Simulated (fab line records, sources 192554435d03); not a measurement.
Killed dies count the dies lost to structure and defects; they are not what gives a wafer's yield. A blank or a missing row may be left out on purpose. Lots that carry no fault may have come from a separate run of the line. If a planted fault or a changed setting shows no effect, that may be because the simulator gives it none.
A lot that was struck, set against a sound lot || flow n5-finfet || 39 out of 1938 route steps
Sound: the wafers L129.2, L129.4, L129.6. Struck: wafer L120.6 (L120.3, L120.4, from the same lot, were not struck and are left out); the cause is given at the end.
Per side, at each step with rows, come the tool, then ch with its chambers, and then its first start. Under that, the readings that differ: sound wafers || struck wafers || difference of the means || sigmas: that difference in standard deviations of wafers without a fault.
alike: readings with means less than 2 such deviations apart, plus words and numbers identical on both sides. not compared: withheld readings, readings lacking a value on some wafer, bounds such as >300 that could conceal the same value, and numbers that have no deviation in the record and whose values overlap.
A row with sigmas, a row that says differs or no value, or rows on one side alone: a step with any of these is where the two part. Numbers that have no deviation but don't overlap get no sigmas and don't part them. A reading that every wafer of one side lacks parts them only if that side has two wafers or more.

first, 9 steps without rows for these wafers: N5_BEOL_M4_ANNEAL_95 (time 240 s); N5_BEOL_M4_SPUTTER_96 (material Cu, target thk 4.5 nm, time 8.29 s); N5_BEOL_M4_ECD_50 (material Cu, target thk 300 nm); N5_BEOL_M4_ANNEAL_51 (time 90 s); N5_BEOL_M4_CMP_52 (polishes, stops on SiOC, t overpolish 6.8 s, target thk 40 nm); N5_BEOL_M4_PRE_CLEAN_60 (time 15 s); N5_BEOL_M4_CO_CAP_55 (material Co, precursor CCTBA/H2, target thk 2 nm, time 102.1 s); N5_BEOL_M4_PRE_CLEAN_56 (time 15 s); N5_BEOL_M4_DEP_57 (deposits SiCN from 3MS/NH3, target thk 8 nm, time 14 s).
N5_BEOL_M4_RC_MEAS_101:
  sound on prober-02 ch 0, day 14 06:37; struck on prober-01 ch 0, day 11 05:25
{"reading": "ION_P (uA/um)", "sound": "456 442 458", "struck": 485, "difference": "+33", "sigmas": "+3"}
{"reading": "VT_P (mV)", "sound": "-261 -260 -255", "struck": -243, "difference": "+16", "sigmas": "+3"}
  alike: DIBL_N, DIBL_P, IOFF_N, IOFF_P, ION_N, SS_N, SS_P, VT_N
then, 24 steps without rows for these wafers: N5_BEOL_M5_ILD_DEP_00 (deposits SiCOH lowk from DEMS/porogen, target thk 140.64 nm, time 25.9 s); N5_BEOL_M5_CURE_79 (cures SiCOH lowk, time 240 s); N5_BEOL_M5_PECVD_70 (deposits SiO2 from TEOS/O2, target thk 16 nm, time 18 s); N5_BEOL_M5_HM_DEP_02 (deposits TiN, target thk 20 nm); N5_BEOL_M5_COAT_59 (time 60 s, resist thk 60 nm); N5_BEOL_M5_COAT_60 (time 60 s, resist thk 12 nm); N5_BEOL_M5_COAT_71 (time 60 s, resist thk 5 nm); N5_BEOL_M5_COAT_05 (resist thk 30 nm); N5_BEOL_M5_EBR_07; N5_BEOL_M5_SOFTBAKE_06 (time 60 s); N5_BEOL_M5_EXPOSE_08 (exposes mask M5, target cd 28 nm); N5_BEOL_M5_PEB_09 (peb time 60 s); N5_BEOL_M5_DEVELOP_10 (develop time 30 s); N5_BEOL_M5_DESCUM_16 (chemistry O2, time 7 s); N5_BEOL_M5_ETCH_72 (etches underlayer in N2/H2, target depth 6.5 nm, time 5.2 s); N5_BEOL_M5_ETCH_61 (etches SiARC in CF4, target depth 15.6 nm, time 26 s); N5_BEOL_M5_ETCH_62 (etches SOC in N2/H2, target depth 75 nm, overetch 15 nm, time 112.5 s); N5_BEOL_M5_STRIP_63 (strips in N2/H2); N5_BEOL_M5_STRIP_73 (strips in N2/H2); N5_BEOL_M5_STRIP_64 (strips in CF4); N5_BEOL_M5_HM_OPEN_17 (chemistry Cl2/BCl3, target TiN, target depth 20 nm, overetch 6 nm); N5_BEOL_M5_STRIP_19 (strips in O2); N5_BEOL_M5_COAT_65 (time 60 s, resist thk 60 nm); N5_BEOL_M5_COAT_66 (time 60 s, resist thk 12 nm).
-- here the record skips 4 days between the struck wafers' starts before and after, leaving off in module BEOL_M5 and picking up in module BEOL_M15 (first step shown: number 1800 of the route) --
N5_BEOL_M15_EXPOSE_25: exposes mask M15, target cd 400 nm.
  sound on krf-scanner-02 ch 0, day 18 00:48; struck on krf-scanner-01 ch 0, day 14 20:38
  alike: mask
N5_BEOL_M15_CD_MEAS_28: target cd 407.6 nm.
  sound on cd-sem-03 ch 0, day 18 00:58; struck on cd-sem-01 ch 0, day 14 20:48
{"reading": "cd-nm (nm)", "sound": "407.6 409.7 408.2", "struck": 592.8, "difference": "+184.3", "sigmas": "+80"}
N5_BEOL_M15_DESCUM_33: chemistry O2, time 7.9 s.
  sound on rie-diel-03 ch 1,2,3, day 18 01:19; struck on rie-diel-02 ch 3, day 14 20:53
{"reading": "model.BEOL_M15.cd-nm (nm)", "sound": "407.8 410 408.2", "struck": 592.8, "difference": "+184.1", "sigmas": ""}
  alike: bias-power-w, drypump-motor-current-A, o2-flow-sccm, oes-product-au, rf-vpp-V, showerhead-plenum-p-Torr, throttle-valve-pct
  not compared: rf-hours-counter-h
N5_BEOL_M15_ETCH_38: etches SiCN in CF4/N2, target depth 106.4 nm, time 120.5 s.
  sound on rie-diel-03 ch 0,1,3; struck on rie-diel-02 ch 2
{"reading": "model.BEOL_M15.cd-nm (nm)", "sound": "398.6 403.8 401.4", "struck": 586, "difference": "+185", "sigmas": ""}
  alike: drypump-motor-current-A, oes-product-au, rf-vpp-V, showerhead-plenum-p-Torr, throttle-valve-pct
  not compared: rf-hours-counter-h
N5_PASSIVATION_PROBE_49:
  sound: prober-02 at day 19 00:34; struck: prober-01 at day 15 14:35
{"reading": "defect-limited-yield (%)", "sound": "90.2 90.7 93.0", "struck": 0, "difference": -91, "sigmas": -65}
{"reading": "killed_at_M4_up", "sound": "7 8 14", "struck": 1086, "difference": "+1076", "sigmas": "+99 or more"}
{"reading": "killed-at-contacts", "sound": "10 15 10", "struck": 24, "difference": "+12", "sigmas": "+2"}
{"reading": "killed-at-front-end", "sound": "63 59 39", "struck": 21, "difference": -33, "sigmas": -3}
{"reading": "killed-dies", "sound": "116 110 83", "struck": 1180, "difference": "+1077", "sigmas": "+63"}
{"reading": "killed-on-rim", "sound": "7 14 8", "struck": 152, "difference": "+142", "sigmas": "+36"}
{"reading": "sort-n-pass", "sound": "1064 1070 1097", "struck": 0, "difference": -1077, "sigmas": -63}
{"reading": "sort-yield-pct (%)", "sound": "90.2 90.7 93.0", "struck": 0, "difference": -91, "sigmas": -61}
  alike: killed_at_M0_to_M3, killed-at-other, killed-open, killed-short, sort_bin_4_leakage, sort_bin_5_function, sort_bin_6_memory, sort_bin_8_speed

## WHERE THEY PART
Last at N5_PASSIVATION_PROBE_49 as far as this record goes, first at N5_BEOL_M4_RC_MEAS_101.

WHY: what had been put in by the simulator
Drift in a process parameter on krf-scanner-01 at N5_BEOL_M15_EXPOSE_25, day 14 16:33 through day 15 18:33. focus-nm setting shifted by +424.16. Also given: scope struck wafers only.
